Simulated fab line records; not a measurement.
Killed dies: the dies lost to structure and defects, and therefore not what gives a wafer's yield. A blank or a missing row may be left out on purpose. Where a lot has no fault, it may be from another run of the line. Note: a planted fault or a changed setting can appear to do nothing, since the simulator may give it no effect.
Matching of chambers + flow nand_harc + 4 sister chambers for NHARC_A_STAIRCASE_ETCHBACK_157 on rie_diel-02
The step etches the open film in CH3F/O2, target depth 90 nm, time 167.14 s. 4 wafers are shown with their chamber, then 8 later ones without.

## WAFERS WITH THEIR CHAMBER
| wafer  | chamber | drypump_motor_current_A (A) |
|--------|---------|-----------------------------|
| L086.2 | 1       | 6.0                         |
| L085.4 | 3       | 6.2                         |
| L085.6 | 2       | 5.9                         |
| L092.1 | 0       | 5.0                         |

## WAFERS WITH NO CHAMBER GIVEN
| wafer  | drypump_motor_current_A (A) |
|--------|-----------------------------|
| L092.2 | 6.0                         |
| L092.6 | 5.9                         |
| L090.1 | 5.0                         |
| L090.4 | 5.9                         |
| L090.6 | 6.1                         |
| L089.1 | 6.0                         |
| L089.3 | 5.9                         |
| L089.6 | 6.2                         |

## WHICH CHAMBER EACH ONE RAN IN
| wafer  | from the rows above     | in truth |
|--------|-------------------------|----------|
| L092.2 | 1                       | 1        |
| L092.6 | 2                       | 2        |
| L090.1 | 0                       | 0        |
| L090.4 | 2                       | 2        |
| L090.6 | can't be placed: 1 or 3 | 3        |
| L089.1 | 1                       | 1        |
| L089.3 | 2                       | 2        |
| L089.6 | 3                       | 3        |
Correctly placed: 7 of 8. Can't be placed from these rows: 1 (the true chamber is among the candidates in 1). Wrongly placed: 0.
How it was worked out, from the rows above alone: a wafer's distance from a chamber is the root of the sum, over the readings, of the square of ((its reading less the chamber's mean) divided by the reading's scatter). The wafer belongs to the nearest chamber; if the next one is less than 2 further off, it can't be placed. Each chamber's mean is taken over the wafers shown for it. The scatter: with one shown wafer a chamber, the root of the mean of the squares of how far each hidden wafer lies from its nearest shown one.
